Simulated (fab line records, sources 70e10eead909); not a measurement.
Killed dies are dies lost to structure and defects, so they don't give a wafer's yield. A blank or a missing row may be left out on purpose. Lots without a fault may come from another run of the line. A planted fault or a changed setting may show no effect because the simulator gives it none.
A struck lot beside a sound one | flow nand_harc | 15 steps out of a route of 1302
Sound: wafers L558.3, L558.5, L558.6. Struck: wafers L573.1, L573.2, L573.5. The cause comes at the end.
At each step with rows: each side's tool, then ch and its chambers, then its first start. Under that, the readings that differ: sound wafers | struck wafers | difference of the means | sigmas: that difference in standard deviations of wafers without a fault.
alike: readings whose means differ by less than 2 such deviations, and words and numbers that are the same on both sides. not compared: withheld readings, readings that some wafer has no value for, bounds like >300 that may hide the same value, and numbers for which the record gives no deviation and whose values overlap.
The two part at a step that has a row with sigmas, a row that says differs or no value, or rows on one side only. Numbers that don't overlap but have no deviation are shown without sigmas and don't part them. A reading that every wafer of one side lacks parts them only if that side has two wafers or more.

first, 4 steps without rows for these wafers: NHARC_A_DECK1_JOINT_CURE_26 (time 32 s); NHARC_A_DECK1_JOINT_ANNEAL_27 (time 3600 s); NHARC_A_DECK1_JOINT_ANNEAL_28 (time 1800 s); NHARC_A_DECK1_JOINT_ANNEAL_29 (time 1800 s).
NHARC_A_DECK1_JOINT_CMP_02: polishes SiOx.
  sound on cmp-03 ch 2,3, day 14 14:41; struck on cmp-03 ch 0,1, day 21 15:12
  alike: edge_zone_pressure_frac, motor_current_A, slurry_filter_dp_kPa
then, 1 step without rows for these wafers: NHARC_A_DECK1_JOINT_SRD_15.
NHARC_A_DECK1_JOINT_DEP_16: deposits SiO2, target thk 45 nm.
  sound on pecvd-04 ch 0,1,2, day 14 15:06; struck on pecvd-03 ch 0,1, day 21 15:35
  alike: heater_power_w, throttle_valve_pct
NHARC_A_DECK1_JOINT_THK_MEAS_17: measures by ellipsometry.
  sound on film_metro-01, day 14 15:21; struck on film_metro-02, day 21 15:52
  alike: thk_nm
NHARC_A_DECK1_JOINT_INSPECT_05:
  sound on defect_inspect-02, day 14 15:23; struck on defect_inspect-01, day 21 15:55
  alike: raw_defect_count
then, 1 step without rows for these wafers: NHARC_A_ONON_D2_DEP_00 (target thk 1000 nm).
NHARC_A_ONON_D2_THK_MEAS_02: measures by ellipsometry.
  sound on film_metro-02, day 14 15:58; struck on film_metro-01, day 21 16:29
  alike: thk_nm
NHARC_A_ONON_D2_DEP_03: target thk 1000 nm.
  sound on pecvd_onon-01 ch 0, day 14 16:08; struck on pecvd_onon-04 ch 0, day 21 16:32
NHARC_A_ONON_D2_THK_MEAS_05: measures by ellipsometry.
  sound on film_metro-01, day 14 16:32; struck on film_metro-01, day 21 17:04
  reading     | sound          | struck         | difference | sigmas
  thk_nm (nm) | 1017 1016 1017 | 1654 1655 1653 | +637       | +76
then, 1 step without rows for these wafers: NHARC_A_ONON_D2_DEP_06 (target thk 1000 nm).
-- the record jumps here: 13 days lie between the struck wafers' starts before and after (it left off in module A_ONON_D2 and takes up again in module END, whose first step shown is number 1302 of the route) --
NHARC_END_SORT_01:
  the record has rows for the struck wafers here (prober-01 ch 0, day 34 11:05) and none for the sound ones

WHERE THEY PART
First at NHARC_A_ONON_D2_THK_MEAS_05; last, within this record, at NHARC_END_SORT_01.

WHY: what the simulator had put in
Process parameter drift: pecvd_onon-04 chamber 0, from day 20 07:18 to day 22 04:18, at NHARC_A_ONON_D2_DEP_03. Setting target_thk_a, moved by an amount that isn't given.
